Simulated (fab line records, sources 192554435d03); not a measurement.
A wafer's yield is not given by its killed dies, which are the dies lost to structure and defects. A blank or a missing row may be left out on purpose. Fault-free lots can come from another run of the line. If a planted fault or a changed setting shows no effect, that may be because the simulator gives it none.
2 desks looking at one fault :: flow n5-finfet :: numbers are kept per desk, each desk with only its own; the story behind them comes last

TOOL OWNER'S DESK, pecvd-01
The tool's own readings at N5_BEOL_M4_DEP_57 (deposits SiCN from 3MS/NH3, target thk 8 nm, time 14 s): means of the sampled wafers that have a number, for each lot that ran on this tool. A lot is out of limits, marked OUT, if its mean lies more than 4 standard deviations from the usual mean; the brackets give that distance.
Columns: A = showerhead-plenum-p-Torr at N5_BEOL_M4_DEP_57, usual 3.656 Torr; B = throttle-valve-pct at N5_BEOL_M4_DEP_57, usual 9.0 %
lot: L646
first seen here: day 11 09:47
A: 3.656
B: 8.8

lot: L662
first seen here: day 13 07:45
A: 3.665
B: 9.1

lot: L657
first seen here: day 14 02:46
A: 3.647
B: 9.2

lot: L663
first seen here: day 14 15:04
A: 3.650
B: 8.9
This desk's verdict: no lot among the 4 shows anything out of limits.

AT THE METROLOGY DESK
What the gauges read, lot by lot, whatever tool the lot ran on: means of the sampled wafers that have a number. A lot is out of limits, marked OUT, if its mean lies more than 4 standard deviations from the usual mean; the brackets give that distance. Only the readings that lie furthest out on some lot appear, 7 of the 12 it has.
Columns: A = DIBL_N at N5_BEOL_M4_RC_MEAS_101, usual 36.0 mV/V; B = IOFF_N at N5_BEOL_M4_RC_MEAS_101, usual 0.155 nA/um; C = IOFF_P at N5_BEOL_M4_RC_MEAS_101, usual 0.21 nA/um; D = ION_N at N5_BEOL_M4_RC_MEAS_101, usual 674 uA/um; E = ION_P at N5_BEOL_M4_RC_MEAS_101, usual 463 uA/um; F = VT_N at N5_BEOL_M4_RC_MEAS_101, usual 250.0 mV; G = VT_P at N5_BEOL_M4_RC_MEAS_101, usual -251 mV
lot: L646
first seen here: day 11 09:30
A: 36.5
B: 0.156
C: 0.19
D: 674
E: 461
F: 250.5
G: -252

lot: L648
first seen here: day 11 18:11
A: 36.0
B: 0.162
C: 0.23
D: 680
E: 469
F: 250.2
G: -249

lot: L662
first seen here: day 13 07:34
A: 38.6
B: 0.195
C: 0.31
D: 691
E: 478
F: 245.7
G: -244

lot: L657
first seen here: day 14 02:34
A: 36.2
B: 0.175
C: 0.25
D: 678
E: 473
F: 247.2
G: -246

lot: L663
first seen here: day 14 14:52
A: 36.7
B: 0.163
C: 0.24
D: 684
E: 474
F: 249.2
G: -246

lot: L649
first seen here: day 15 10:59
A: 37.1
B: 0.179
C: 0.22
D: 676
E: 460
F: 248.5
G: -251
This desk's verdict: no lot among the 6 shows anything out of limits.

ALL TOGETHER
The tool owner's desk saw nothing out of limits.
The metrology desk saw nothing out of limits.

WHAT WAS PUT IN BY THE SIMULATOR
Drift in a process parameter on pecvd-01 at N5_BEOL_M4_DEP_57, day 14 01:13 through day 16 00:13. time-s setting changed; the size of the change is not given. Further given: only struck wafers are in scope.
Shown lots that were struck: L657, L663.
